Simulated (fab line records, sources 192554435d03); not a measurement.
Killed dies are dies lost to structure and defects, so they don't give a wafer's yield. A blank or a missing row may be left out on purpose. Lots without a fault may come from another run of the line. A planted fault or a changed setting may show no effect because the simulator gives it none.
A struck lot beside a sound one | flow n5_finfet | 37 steps out of a route of 1938
Sound: wafers L818.2, L818.3, L818.4. Struck: wafer L803.6. (L803.1, L803.5 of the same lot were not struck and are left out.) The cause comes at the end.
At each step with rows: each side's tool, then ch and its chambers, then its first start. Under that, the readings that differ: sound wafers | struck wafers | difference of the means | sigmas: that difference in standard deviations of wafers without a fault.
alike: readings whose means differ by less than 2 such deviations, and words and numbers that are the same on both sides. not compared: withheld readings, readings that some wafer has no value for, bounds like >300 that may hide the same value, and numbers for which the record gives no deviation and whose values overlap.
The two part at a step that has a row with sigmas, a row that says differs or no value, or rows on one side only. Numbers that don't overlap but have no deviation are shown without sigmas and don't part them. A reading that every wafer of one side lacks parts them only if that side has two wafers or more.

first, 9 steps without rows for these wafers: N5_BEOL_M6_ALD_77 (deposits TaN, target thk 2 nm, pulse time 2 s, purge time 3 s); N5_BEOL_M6_SURFACE_TREAT_79; N5_BEOL_M6_CVD_78 (deposits Co from CCTBA/H2, target thk 2 nm, time 142.3 s); N5_BEOL_M6_SPUTTER_48 (material Cu, target thk 10 nm, time 1.667 s); N5_BEOL_M6_ECD_50 (material Cu, target thk 300 nm); N5_BEOL_M6_ANNEAL_51 (time 90 s); N5_BEOL_M6_CMP_52 (polishes, stops on SiCOH lowk, t overpolish 6.9 s, target thk 80 nm); N5_BEOL_M6_PRE_CLEAN_55 (time 15 s); N5_BEOL_M6_DEP_56 (deposits SiCN from 3MS/NH3, target thk 10 nm, time 17.5 s).
N5_BEOL_M7_ILD_DEP_00: deposits SiCOH lowk from DEMS/porogen, target thk 179.75 nm, time 33.4 s.
  sound on pecvd-02 ch 0,1,2, day 14 13:50; struck on pecvd-02 ch 2, day 10 23:25
  reading                                            | sound                | struck | difference | sigmas
  susceptor_temp_C (C)                               | 300.19 299.81 300.03 | 278.73 | -21.28     | -99 or more
  model.SiCOH_lowk_of_BEOL_M7_ILD_DEP_00.thk_nm (nm) | 179.6 181.4 181.4    | 208.2  | +27.4      |
  alike: heater_power_w, showerhead_plenum_p_Torr, showerhead_vpp_V, throttle_valve_pct
then, 1 step without rows for these wafers: N5_BEOL_M7_CURE_74 (cures SiCOH lowk, time 240 s).
N5_BEOL_M7_THK_MEAS_01:
  sound on film_metro-01, day 14 14:25; struck on film_metro-02, day 11 00:09
  reading         | sound             | struck | difference | sigmas
  M7_ILD_THK (nm) | 155.0 156.6 156.5 | 180.0  | +24.0      | +12
then, 23 steps without rows for these wafers: N5_BEOL_M7_PECVD_70 (deposits SiO2 from TEOS/O2, target thk 20 nm, time 22.7 s); N5_BEOL_M7_HM_DEP_02 (deposits TiN, target thk 20 nm); N5_BEOL_M7_COAT_59 (time 60 s, resist thk 100 nm); N5_BEOL_M7_COAT_60 (time 60 s, resist thk 35 nm); N5_BEOL_M7_COAT_05 (resist thk 90 nm); N5_BEOL_M7_EBR_07; N5_BEOL_M7_SOFTBAKE_06 (time 60 s); N5_BEOL_M7_EXPOSE_08 (exposes mask M7); N5_BEOL_M7_PEB_09 (peb time 60 s); N5_BEOL_M7_DEVELOP_10 (develop time 30 s); N5_BEOL_M7_DESCUM_16 (chemistry O2, time 7.9 s); N5_BEOL_M7_ETCH_61 (etches SiARC in CF4, target depth 45.5 nm, time 75.8 s); N5_BEOL_M7_ETCH_62 (etches SOC in N2/H2, target depth 110 nm, overetch 22 nm, time 165 s); N5_BEOL_M7_STRIP_68 (strips in N2/H2); N5_BEOL_M7_STRIP_67 (strips in CF4); N5_BEOL_M7_HM_OPEN_17 (chemistry Cl2/BCl3, target TiN, target depth 20 nm, overetch 6 nm); N5_BEOL_M7_STRIP_19 (strips in O2); N5_BEOL_M7_COAT_63 (time 60 s, resist thk 60 nm); N5_BEOL_M7_COAT_64 (time 60 s, resist thk 12 nm); N5_BEOL_M7_COAT_71 (time 60 s, resist thk 5 nm); N5_BEOL_M7_COAT_22 (resist thk 30 nm); N5_BEOL_M7_EBR_24; N5_BEOL_M7_SOFTBAKE_23 (time 60 s).
N5_BEOL_M7_CMP_52: polishes, stops on SiCOH lowk, t overpolish 6.9 s, target thk 80 nm.
  sound on cmp-03 ch 0,1,2, day 14 20:58; struck on cmp-02 ch 3, day 11 06:32
  reading                                            | sound           | struck | difference | sigmas
  model.SiCOH_lowk_of_BEOL_M7_ILD_DEP_00.thk_nm (nm) | 152 153.4 153.4 | 176.8  | +23.9      |
  alike: motor_current_A
-- the record jumps here: 3 days lie between the struck wafers' starts before and after (it left off in module BEOL_M7 and takes up again in module PASSIVATION, whose first step shown is number 1936 of the route) --
N5_PASSIVATION_PROBE_49:
  sound on prober-02, day 17 22:49; struck on prober-01, day 14 05:05
  alike: defect_limited_yield, killed_at_M0_to_M3, killed_at_M4_up, killed_at_contacts, killed_at_front_end, killed_at_other, killed_dies, killed_on_rim, killed_open, killed_short, sort_bin_5_function, sort_bin_6_memory, sort_n_pass, sort_yield_pct

WHERE THEY PART
First at N5_BEOL_M7_ILD_DEP_00; last, within this record, at N5_BEOL_M7_THK_MEAS_01. Later steps at which nothing parts them and some readings are alike: N5_BEOL_M7_CMP_52, N5_PASSIVATION_PROBE_49.

WHY: what the simulator had put in
Process parameter drift: pecvd-02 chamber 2, from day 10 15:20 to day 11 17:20, at N5_BEOL_M7_ILD_DEP_00. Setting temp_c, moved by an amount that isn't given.
